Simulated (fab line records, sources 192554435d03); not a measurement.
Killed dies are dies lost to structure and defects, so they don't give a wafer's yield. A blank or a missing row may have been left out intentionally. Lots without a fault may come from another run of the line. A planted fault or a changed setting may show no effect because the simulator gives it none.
fab line records ; flow n5Finfet
record: lots: 10; wafers: 27; lastDay: 16
route steps=1938 shown BEOL_M12@1617 PASSIVATION@1936
lots that met no fault: taken from a fault-free run of the same line
startH: hours from the record's opening day to when the first of the lot's shown wafers began ; waitH: time in hours since the lot's previous step ; " repeats the value in the row above ; L1.1+2: a row that stands for several wafers ; - no value present, or no start provided ; * or withheld: withheld ; < > ~ a bound
route shown NAME@n: NAME is a module with steps in the file, n the number in the route of the first one ; usual: the fault-free wafers' mean and standard deviation ; same: alike in all rows ; chamber/n: place in a boat ; sites: the reading at each site ; _std_site: the values' standard deviation ; _edge_site: the outer-site mean with the inner-site mean subtracted ; radiusMm: how far each site lies from the wafer's centre ; mask NAME#n: copy n ; behind: the most recent tool/chamber to have shaped the wafer ; hold: the reason the lot was held/the length of the hold in hours/how it ended ; device: names the non-switching transistor (n, p or np) ; end of line: the route-end tests of the same wafers ; a step given without rows: its recipe and nothing more ; killed: not the wafer's yield, but the dies lost to structure and defects at the first sort ; map: shows each die of a wafer: x if killed, . if not, _ if none is there
set.NAME: the run value of the setting; set.NAME@STEP: its run value at that earlier step ; model.NAME: the simulator's own value behind a step, which no gauge read
steps of the route over a sample of lots; a table a step, a row a wafer
services: from which hour (startH, from the record's first day; less than 0 if before it) a tool's chamber was out of use, for how many hours, and why
== steps ==
step: N5_BEOL_M12_VIA_ETCH_16
recipe: chemistry: C4F8/O2/Ar; target: SiOC; pressureMtorr: 30; sourceW: 3000; biasW: 700; Ar_flow_sccm: 400; C4F8_flow_sccm: 15; O2_flow_sccm: 8; heInnerTorr: 15; heOuterTorr: 30; targetDepthA: 7248; timeS: withheld; ionEnergyEv: 250; ends: cleared
usual: O2_flow_sccm: 7.998/0.023; drypumpMotorCurrentA: 5.4/0.55; heOuterTorr: 29.99/0.063; oesProductAu: 0.74/0.088; rfFwdPowerW: 2991/9.5; rfVppV: 665/3.2; showerheadPlenumPTorr: 3.39/0.11; throttleValvePct: 24.1/0.31
lot.wafer;tool;chamber;startH;waitH;O2_flow_sccm;drypumpMotorCurrentA;heOuterTorr;oesProductAu;rfFwdPowerW;rfVppV;showerheadPlenumPTorr;throttleValvePct
L424.3;rieDiel-05;3;218.53;0.0;8.013;4.9;30.05;0.65;2996;662;3.28;24.4
L424.4;rieDiel-05;1;218.53;0.0;7.997;6.4;29.96;0.66;2991;661;3.29;24.3
L424.5;rieDiel-05;0;218.53;0.0;7.977;6.0;30.06;0.80;2983;664;3.33;23.7
L425.2;rieDiel-04;2;230.12;0.0;7.996;5.3;29.98;0.64;2991;661;3.25;23.9
L425.4;rieDiel-04;0;230.12;0.0;8.008;5.5;30.05;0.86;2998;664;3.36;24.3
L425.6;rieDiel-04;0;230.12;0.0;8.047;5.5;30.01;0.87;2994;664;3.36;24.3
L427.1;rieDiel-01;1;236.42;0.0;7.996;4.7;29.98;0.64;2992;668;3.52;24.4
L427.2;rieDiel-01;2;236.42;0.0;8.048;6.3;29.94;0.87;2995;664;3.34;23.9
L427.5;rieDiel-01;0;236.42;0.0;8.014;4.9;29.92;0.80;2978;663;3.37;24.2
L426.2;rieDiel-01;3;242.47;0.0;7.993;4.9;29.92;0.84;2994;666;3.32;23.6
L426.5;rieDiel-01;2;242.47;0.0;8.024;6.3;29.97;0.86;3006;663;3.34;24.0
L426.6;rieDiel-01;1;242.47;0.0;7.987;4.7;29.91;0.64;2999;668;3.52;24.4
L430.1;rieDiel-04;1;250.12;0.0;7.991;5.3;29.96;0.81;2994;670;3.58;23.8
L430.3;rieDiel-04;2;250.12;0.0;8.012;5.3;30.02;0.63;3010;660;3.24;23.9
L430.5;rieDiel-04;2;250.12;0.0;7.980;5.3;29.99;0.62;3003;661;3.24;23.9
L431.2;rieDiel-01;2;276.94;0.0;7.965;6.3;30.00;0.83;2980;663;3.33;23.9
L431.4;rieDiel-01;1;276.94;0.0;8.032;4.7;30.01;0.64;2959;669;3.51;24.4
L431.6;rieDiel-01;1;276.94;0.0;8.013;4.7;30.01;0.64;2974;668;3.51;24.4
L434.2;rieDiel-01;1;285.00;0.0;8.014;4.7;30.01;0.63;2988;668;3.51;24.4
L434.3;rieDiel-01;3;285.00;0.0;7.977;4.9;30.01;0.83;2993;664;3.31;23.6
L434.6;rieDiel-01;2;285.00;0.0;7.960;6.3;29.90;0.82;2987;664;3.33;24.0
L439.2;rieDiel-04;0;308.48;0.0;7.978;5.4;29.99;0.81;2990;664;3.35;24.4
L439.5;rieDiel-04;2;308.48;0.0;7.960;5.3;29.87;0.61;2982;660;3.23;23.9
L438.1;rieDiel-04;1;317.36;0.0;8.013;5.3;30.03;0.76;2996;670;3.56;23.9
L438.3;rieDiel-04;2;317.36;0.0;8.002;5.3;30.00;0.61;2984;660;3.23;23.9
L444.3;rieDiel-04;3;347.39;0.0;8.022;4.9;29.99;0.84;3002;668;3.52;24.3
L444.5;rieDiel-04;0;347.39;0.0;8.003;5.5;29.95;0.78;2990;663;3.34;24.4
step: N5_BEOL_M12_TRENCH_ETCH_34
recipe: chemistry: C4F8/O2/Ar; target: SiOC; targetDepthA: 3189.5; maskMaterial: SOC; pressureMtorr: 30; sourceW: 3000; biasW: 700; Ar_flow_sccm: 400; C4F8_flow_sccm: 15; O2_flow_sccm: 8; heInnerTorr: 15; heOuterTorr: 30; timeS: 125.5; ionEnergyEv: 250
usual: O2_flow_sccm: 7.999/0.022; drypumpMotorCurrentA: 5.3/0.53; heOuterTorr: 30.00/0.06; oesProductAu: 0.83/0.097; rfFwdPowerW: 2988/10; rfVppV: 665/3.3; showerheadPlenumPTorr: 3.39/0.11; throttleValvePct: 24.1/0.32
lot.wafer;tool;chamber;startH;waitH;O2_flow_sccm;drypumpMotorCurrentA;heOuterTorr;oesProductAu;rfFwdPowerW;rfHoursCounterH;rfVppV;showerheadPlenumPTorr;throttleValvePct
L424.3;rieDiel-04;3;219.84;0.0;7.995;4.9;29.94;0.68;2983;219;668;3.54;24.6
L424.4;rieDiel-04;0;219.84;0.0;7.987;5.5;30.12;0.96;2981;6;663;3.36;24.3
L424.5;rieDiel-04;1;219.84;0.0;7.996;5.3;29.96;0.90;3002;-;670;3.58;23.8
L425.2;rieDiel-01;2;231.81;0.0;7.988;6.3;29.91;0.98;2997;2;663;3.34;23.9
L425.4;rieDiel-01;1;231.81;0.0;7.960;4.7;30.04;0.70;2970;219;669;3.52;24.4
L425.6;rieDiel-01;0;231.81;0.0;8.011;4.9;30.00;0.89;2981;-;663;3.37;24.2
L427.1;rieDiel-01;3;237.76;0.0;8.008;4.9;30.01;0.95;2977;11;663;3.32;23.6
L427.2;rieDiel-01;0;237.76;0.0;7.990;4.9;29.96;0.88;2983;35;663;3.37;24.2
L427.5;rieDiel-01;0;237.76;0.0;7.986;4.9;30.02;0.88;2984;-;663;3.37;24.2
L426.2;rieDiel-04;0;244.00;0.0;8.007;5.5;30.00;0.95;2995;12;665;3.36;24.3
L426.5;rieDiel-04;2;244.00;0.0;7.978;5.3;30.02;0.69;2964;-;660;3.25;23.9
L426.6;rieDiel-04;3;244.00;0.0;8.014;4.9;30.00;0.67;3002;-;669;3.54;24.7
L430.1;rieDiel-05;3;251.35;0.0;8.009;4.9;30.01;0.72;2985;212;662;3.27;24.4
L430.3;rieDiel-05;1;251.35;0.0;7.994;6.4;29.96;0.71;3012;197;660;3.29;24.3
L430.5;rieDiel-05;1;251.35;0.0;7.954;6.4;30.05;0.71;2993;-;662;3.29;24.4
L431.2;rieDiel-05;2;278.31;0.0;7.994;5.3;29.96;0.80;3003;103;666;3.45;23.9
L431.4;rieDiel-05;1;278.31;0.0;7.971;6.4;30.07;0.71;2995;198;660;3.29;24.4
L431.6;rieDiel-05;1;278.31;0.0;7.976;6.5;29.90;0.71;2992;-;660;3.29;24.4
L434.2;rieDiel-01;1;286.41;0.0;7.991;4.7;30.01;0.69;2998;239;666;3.51;24.4
L434.3;rieDiel-01;0;286.41;0.0;8.018;4.9;29.98;0.86;2961;52;664;3.36;24.2
L434.6;rieDiel-01;0;286.41;0.0;8.036;4.9;29.97;0.87;2985;-;662;3.36;24.2
L439.2;rieDiel-04;0;309.66;0.0;8.032;5.4;29.92;0.89;2985;38;664;3.35;24.4
L439.5;rieDiel-04;1;309.66;0.0;7.999;5.3;30.03;1.13;3004;-;669;3.57;23.9
L438.1;rieDiel-04;2;319.25;0.0;7.986;5.3;29.97;0.67;2985;251;660;3.23;23.9
L438.3;rieDiel-04;1;319.25;0.0;8.023;5.3;29.90;1.12;2971;56;671;3.56;23.9
L444.3;rieDiel-04;0;348.70;0.0;8.010;5.5;30.02;1.14;2984;56;664;3.34;24.5
L444.5;rieDiel-04;3;348.70;0.0;8.031;4.9;30.17;1.24;2991;-;667;3.52;24.4
step: N5_BEOL_M12_OCD_MEAS_35
usual: trenchDepthNm: 319/6.1
lot.wafer;tool;chamber;startH;waitH;trenchDepthNm
L424.3;ocd-02;-;220.00;0.0;303
L424.4;ocd-02;-;220.00;0.0;315
L424.5;ocd-02;-;220.00;0.0;316
L425.2;ocd-01;-;231.97;0.0;328
L425.4;ocd-01;-;231.97;0.0;315
L425.6;ocd-01;-;231.97;0.0;322
L427.1;ocd-02;-;237.92;0.0;326
L427.2;ocd-02;-;237.92;0.0;319
L427.5;ocd-02;-;237.92;0.0;319
L426.2;ocd-02;-;244.15;0.0;322
L426.5;ocd-02;-;244.15;0.0;321
L426.6;ocd-02;-;244.15;0.0;307
L430.1;ocd-01;-;251.50;0.0;318
L430.3;ocd-01;-;251.50;0.0;303
L430.5;ocd-01;-;251.50;0.0;302
L431.2;ocd-02;-;278.47;0.0;327
L431.4;ocd-02;-;278.47;0.0;303
L431.6;ocd-02;-;278.47;0.0;304
L434.2;ocd-01;-;286.57;0.0;316
L434.3;ocd-01;-;286.57;0.0;323
L434.6;ocd-01;-;286.57;0.0;322
L439.2;ocd-01;-;309.82;0.0;316
L439.5;ocd-01;-;309.82;0.0;486
L438.1;ocd-01;-;319.41;0.0;319
L438.3;ocd-01;-;319.41;0.0;490
L444.3;ocd-01;-;348.86;0.0;485
L444.5;ocd-01;-;348.86;0.0;495
step: N5_BEOL_M12_PRE_CLEAN_42
recipe: gas: H2/He; timeS: 30; tempC: 250
usual: heaterPowerW: 324/28
lot.wafer;tool;chamber;startH;waitH;heaterPowerW
L424.3;pvdSputter-03;-;222.99;0.0;335
L424.4;pvdSputter-03;-;222.99;0.0;312
L424.5;pvdSputter-03;-;222.99;0.0;284
L425.2;pvdSputter-03;-;233.60;0.0;330
L425.4;pvdSputter-03;-;233.60;0.0;278
L425.6;pvdSputter-03;-;233.60;0.0;320
L427.1;pvdSputter-02;-;240.10;0.0;313
L427.2;pvdSputter-02;-;240.10;0.0;361
L427.5;pvdSputter-02;-;240.10;0.0;342
L426.2;pvdSputter-02;-;247.81;0.0;327
L426.5;pvdSputter-02;-;247.81;0.0;312
L426.6;pvdSputter-02;-;247.81;0.0;287
L430.1;pvdSputter-02;-;255.62;0.0;336
L430.3;pvdSputter-02;-;255.62;0.0;339
L430.5;pvdSputter-02;-;255.62;0.0;331
L431.2;pvdSputter-01;-;279.99;0.0;319
L431.4;pvdSputter-01;-;279.99;0.0;355
L431.6;pvdSputter-01;-;279.99;0.0;321
L434.2;pvdSputter-03;-;287.94;0.0;330
L434.3;pvdSputter-03;-;287.94;0.0;288
L434.6;pvdSputter-03;-;287.94;0.0;314
L439.2;pvdSputter-03;-;311.28;0.0;327
L439.5;pvdSputter-03;-;311.28;0.0;315
L438.1;pvdSputter-01;-;322.53;0.0;385
L438.3;pvdSputter-01;-;322.53;0.0;360
L444.3;pvdSputter-02;-;350.35;0.0;286
L444.5;pvdSputter-02;-;350.35;0.0;305
step: N5_BEOL_M12_SPUTTER_45
recipe: material: Cu; targetThkA: 800; tempC: -20; biasV: 60; powerW: 26000; chamberPressurePa: 0.13; timeS: 13.33
usual: throttleValvePct: 30.1/0.98
lot.wafer;tool;chamber;startH;waitH;throttleValvePct
L424.3;pvdSputter-03;-;223.19;0.0;29.7
L424.4;pvdSputter-03;-;223.19;0.0;30.0
L424.5;pvdSputter-03;-;223.19;0.0;30.2
L425.2;pvdSputter-03;-;233.80;0.0;29.6
L425.4;pvdSputter-03;-;233.80;0.0;30.3
L425.6;pvdSputter-03;-;233.80;0.0;28.6
L427.1;pvdSputter-02;-;240.30;0.0;30.9
L427.2;pvdSputter-02;-;240.30;0.0;29.5
L427.5;pvdSputter-02;-;240.30;0.0;31.5
L426.2;pvdSputter-02;-;248.01;0.0;31.5
L426.5;pvdSputter-02;-;248.01;0.0;30.9
L426.6;pvdSputter-02;-;248.01;0.0;30.5
L430.1;pvdSputter-02;-;255.82;0.0;31.4
L430.3;pvdSputter-02;-;255.82;0.0;29.3
L430.5;pvdSputter-02;-;255.82;0.0;31.5
L431.2;pvdSputter-01;-;280.19;0.0;29.4
L431.4;pvdSputter-01;-;280.19;0.0;29.1
L431.6;pvdSputter-01;-;280.19;0.0;29.1
L434.2;pvdSputter-03;-;288.14;0.0;29.3
L434.3;pvdSputter-03;-;288.14;0.0;30.3
L434.6;pvdSputter-03;-;288.14;0.0;30.1
L439.2;pvdSputter-03;-;311.48;0.0;28.6
L439.5;pvdSputter-03;-;311.48;0.0;30.0
L438.1;pvdSputter-01;-;322.73;0.0;31.4
L438.3;pvdSputter-01;-;322.73;0.0;28.8
L444.3;pvdSputter-02;-;350.55;0.0;30.4
L444.5;pvdSputter-02;-;350.55;0.0;31.0
step: N5_BEOL_M12_THK_MEAS_50
recipe: thkMeasGauge: xrf; reads: Cu_of_BEOL_M12_ECD_47
usual: M12_THK: 324/6.8
lot.wafer;tool;chamber;startH;waitH;M12_THK[nm]
L424.3;filmMetro-01;-;224.06;-;309
L424.4;filmMetro-01;-;224.06;-;324
L424.5;filmMetro-01;-;224.06;-;323
L425.2;filmMetro-01;-;234.92;-;333
L425.4;filmMetro-01;-;234.92;-;319
L425.6;filmMetro-01;-;234.92;-;331
L427.1;filmMetro-01;-;241.28;-;331
L427.2;filmMetro-01;-;241.28;-;325
L427.5;filmMetro-01;-;241.28;-;322
L426.2;filmMetro-01;-;248.87;-;328
L426.5;filmMetro-01;-;248.87;-;326
L426.6;filmMetro-01;-;248.87;-;306
L430.1;filmMetro-01;-;256.68;-;327
L430.3;filmMetro-01;-;256.68;-;309
L430.5;filmMetro-01;-;256.68;-;310
L431.2;filmMetro-01;-;281.04;-;333
L431.4;filmMetro-01;-;281.04;-;307
L431.6;filmMetro-01;-;281.04;-;310
L434.2;filmMetro-01;-;288.99;-;321
L434.3;filmMetro-01;-;288.99;-;334
L434.6;filmMetro-01;-;288.99;-;329
L439.2;filmMetro-01;-;312.62;-;321
L439.5;filmMetro-01;-;312.62;-;490
L438.1;filmMetro-01;-;324.09;-;322
L438.3;filmMetro-01;-;324.09;-;495
L444.3;filmMetro-01;-;351.94;-;491
L444.5;filmMetro-01;-;351.94;-;506
step: N5_BEOL_M12_RS_MEAS_54
recipe: thkMeasGauge: four-point-probe; reads: Cu_of_BEOL_M12_ECD_47+Ta_of_BEOL_M12_SPUTTER_44+TaN_of_BEOL_M12_SPUTTER_43
usual: M12_RS: 0.0599/0.0012
lot.wafer;tool;chamber;startH;waitH;M12_RS[ohm/sq]
L424.3;filmMetro-01;-;224.19;0.0;0.0632
L424.4;filmMetro-01;-;224.19;0.0;0.0602
L424.5;filmMetro-01;-;224.19;0.0;0.0605
L425.2;filmMetro-01;-;235.05;0.0;0.0580
L425.4;filmMetro-01;-;235.05;0.0;0.0610
L425.6;filmMetro-01;-;235.05;0.0;0.0586
L427.1;filmMetro-01;-;241.68;0.3;0.0585
L427.2;filmMetro-01;-;241.68;0.3;0.0597
L427.5;filmMetro-01;-;241.68;0.3;0.0602
L426.2;filmMetro-01;-;248.99;0.0;0.0589
L426.5;filmMetro-01;-;248.99;0.0;0.0590
L426.6;filmMetro-01;-;248.99;0.0;0.0630
L430.1;filmMetro-01;-;256.80;0.0;0.0599
L430.3;filmMetro-01;-;256.80;0.0;0.0635
L430.5;filmMetro-01;-;256.80;0.0;0.0631
L431.2;filmMetro-01;-;281.17;0.0;0.0576
L431.4;filmMetro-01;-;281.17;0.0;0.0630
L431.6;filmMetro-01;-;281.17;0.0;0.0621
L434.2;filmMetro-01;-;289.12;0.0;0.0606
L434.3;filmMetro-01;-;289.12;0.0;0.0586
L434.6;filmMetro-01;-;289.12;0.0;0.0590
L439.2;filmMetro-01;-;312.75;0.1;0.0599
L439.5;filmMetro-01;-;312.75;0.1;0.0389
L438.1;filmMetro-01;-;324.21;0.0;0.0603
L438.3;filmMetro-01;-;324.21;0.0;0.0385
L444.3;filmMetro-01;-;352.09;0.0;0.0391
L444.5;filmMetro-01;-;352.09;0.0;0.0379
step: N5_PASSIVATION_PROBE_49
usual: defectLimitedYield: 91.1/1.5; killed_at_M0_to_M3: 35/11; killed_at_M4_up: 13/5.7; killedAtContacts: 12/5.7; killedAtFrontEnd: 40/11; killedAtOther: 4/4.4; killedDies: 105/18; killedOpen: 68/14; killedShort: 34/7.4; sort_bin_5_function: 5.2/1; sort_bin_6_memory: 3.3/0.67; sort_bin_8_speed: 0.04/0.29; sortNPass: 1074/18; sortYieldPct: 91.0/1.5
same: grossDies: 1180; killedAtBackSide: 0; sort_bin_4_leakage[%]: 0
lot.wafer;tool;chamber;startH;waitH;defectLimitedYield[%];killed_at_M0_to_M3;killed_at_M4_up;killedAtContacts;killedAtFrontEnd;killedAtOther;killedDies;killedOpen;killedShort;sort_bin_5_function[%];sort_bin_6_memory[%];sort_bin_8_speed[%];sortNPass;sortYieldPct[%]
L444.3;prober-01;-;390.84;0.1;85.8;75;10;22;59;1;167;122;44;8.2;5.8;0;1013;85.8
L444.5;prober-01;-;390.94;0.2;91.3;34;11;18;40;0;103;64;33;4.8;3.1;0;1077;91.3
killed by level:class
L444.3 BEOL_M0_SAQP:geometricParticle:open=27 MOL_CONTACT_COAG:geometricParticle:open=19 STI_FIN_REVEAL:geometricParticle:open=14 FIN_SAQP:geometricParticle:short=13 BEOL_M0_SAQP:geometricParticle:short=13 BEOL_M1:geometricParticle:open=13 DUMMY_GATE:geometricParticle:open=9 BEOL_M0:geometricParticle:open=9
L444.5 BEOL_M1:geometricParticle:open=11 FIN_SAQP:geometricParticle:short=9 MOL_CONTACT_COAG:geometricParticle:open=9 MOL_CONTACT_COAG:geometricParticle:short=8 STI_FIN_REVEAL:geometricParticle:open=7 BEOL_M3:geometricParticle:open=6 BEOL_M0_SAQP:geometricParticle:short=5 FIN_SAQP:geometricParticle:open=4
== services ==
tool;chamber;startH;hours;kind
rieDiel-01;3;197.18;-;clean
rieDiel-01;3;197.18;-;consumableReplace:focusRing
rieDiel-01;3;197.18;15.6;scheduledDown
rieDiel-01;3;197.18;15.6;ventCycle
rieDiel-01;2;212.78;-;clean
rieDiel-01;2;212.78;-;consumableReplace:focusRing
rieDiel-01;2;212.78;15.4;scheduledDown
rieDiel-04;-;240.99;2.6;repair
rieDiel-05;1;254.24;8.0;repair
rieDiel-01;0;269.87;1.4;repair
rieDiel-05;-;282.41;10.9;repair
rieDiel-04;3;299.41;-;clean
rieDiel-04;3;299.41;-;consumableReplace:focusRing
rieDiel-04;3;299.41;19.9;scheduledDown
rieDiel-04;3;299.41;19.9;ventCycle
rieDiel-05;2;299.44;23.6;repair
rieDiel-05;1;319.97;6.9;repair
rieDiel-04;2;320.59;4.6;repair
rieDiel-04;2;325.46;-;clean
rieDiel-04;2;325.46;-;consumableReplace:focusRing
rieDiel-04;2;325.46;-;consumableReplace:showerhead
rieDiel-04;2;325.46;17.0;scheduledDown
rieDiel-04;2;325.46;17.0;ventCycle
rieDiel-01;1;350.04;2.2;repair
== key ==
firstSign: step: N5_BEOL_M12_TRENCH_ETCH_34; reading: oesProductAu; direction: up; sigmas: 3.4; usual: 0.83; struck: 1.16
effect: step: N5_BEOL_M12_OCD_MEAS_35; reading: trenchDepthNm; direction: up; sigmas: 28; usual: 319; struck: 489
effect: step: N5_BEOL_M12_THK_MEAS_50; reading: M12_THK; direction: up; sigmas: 25; usual: 324; struck: 496
effect: step: N5_BEOL_M12_RS_MEAS_54; reading: M12_RS; direction: down; sigmas: 17; usual: 0.0599; struck: 0.0386
metAt N5_BEOL_M12_TRENCH_ETCH_34
struckLots L438,L439,L444
struckWafers L438.3,L439.5,L444.3,L444.5
notActingAt N5_BEOL_M12_VIA_ETCH_16,N5_BEOL_M12_PRE_CLEAN_42,N5_BEOL_M12_SPUTTER_45
onsetBetween 244.00 309.66
fault: kind: processParameterDrift; tool: rieDiel-04; chamber: -; onsetH: 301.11; steps: N5_BEOL_M12_TRENCH_ETCH_34; channel: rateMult; offset: 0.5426; shape: step; endH: 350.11; scope: struckWafersOnly
